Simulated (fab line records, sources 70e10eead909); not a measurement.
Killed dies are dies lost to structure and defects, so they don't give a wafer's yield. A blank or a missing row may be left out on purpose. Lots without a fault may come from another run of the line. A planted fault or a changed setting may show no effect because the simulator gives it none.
Chamber matching | flow nand_harc | NHARC_THIN_TSV_ETCH_44 on rie_diel-01: 4 sister chambers
The step etches the open film in CF4/O2, target depth 1594.2 nm, time 797.1 s. 16 wafers are shown with their chamber, then 8 later ones without.

WAFERS WITH THEIR CHAMBER
wafer  | chamber | drypump_motor_current_A (A) | rf_vpp_V (V) | oes_product_au (a.u.)
L078.3 | 1       | 6.2                         | 793          | 1.014
L078.5 | 1       | 6.2                         | 793          | 1.015
L078.6 | 0       | 5.0                         | 788          | 1.006
L080.4 | 2       | 4.8                         | 802          | 1.003
L080.5 | 1       | 6.2                         | 791          | 1.011
L080.6 | 0       | 5.1                         | 787          | 0.992
L083.1 | 2       | 4.8                         | 802          | 1.008
L083.2 | 3       | 6.1                         | 793          | 0.989
L083.3 | 1       | 6.2                         | 791          | 1.020
L084.2 | 3       | 6.1                         | 792          | 0.983
L084.3 | 2       | 4.8                         | 801          | 1.008
L084.6 | 2       | 4.8                         | 803          | 0.994
L086.1 | 2       | 4.8                         | 803          | 1.005
L086.2 | 3       | 6.1                         | 791          | 0.991
L086.5 | 2       | 4.8                         | 801          | 1.009
L087.1 | 0       | 5.1                         | 787          | 1.003

SIGNATURES (means of the wafers above)
reading                 | chamber 0 | chamber 1 | chamber 2 | chamber 3 | scatter within a chamber
drypump_motor_current_A | 5.067     | 6.200     | 4.800     | 6.100     | 0.0236
rf_vpp_V                | 787.33    | 792.00    | 802.00    | 792.00    | 0.943
oes_product_au          | 1.00033   | 1.01500   | 1.00450   | 0.98767   | 0.00535
Rule: a wafer's distance from a chamber is the root of the sum, over the readings, of the square of ((its reading less the chamber's mean) divided by the reading's scatter). The wafer belongs to the nearest chamber; if the next one is less than 2 further off, it can't be placed. The scatter: the root of (the sum of the squares of (reading less its chamber's mean) over the shown wafers, divided by (wafers less chambers)).

WAFERS WITHOUT THEIR CHAMBER
wafer  | drypump_motor_current_A (A) | rf_vpp_V (V) | oes_product_au (a.u.)
L087.5 | 4.8                         | 801          | 0.989
L087.6 | 6.2                         | 790          | 1.005
L089.2 | 4.8                         | 802          | 0.990
L089.4 | 6.2                         | 793          | 1.000
L089.6 | 6.1                         | 790          | 0.986
L094.1 | 6.2                         | 793          | 1.003
L094.2 | 5.1                         | 788          | 1.011
L094.5 | 5.0                         | 786          | 1.008

WHICH CHAMBER EACH WENT THROUGH
wafer  | from the rows above     | in truth
L087.5 | 2                       | 2
L087.6 | 1                       | 1
L089.2 | 2                       | 2
L089.4 | can't be placed: 1 or 3 | 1
L089.6 | 3                       | 3
L094.1 | 1                       | 1
L094.2 | 0                       | 0
L094.5 | 0                       | 0
Placed correctly: 7 of 8. Can't be placed from these rows: 1 (the true chamber is among the candidates in 1). Placed wrongly: 0.
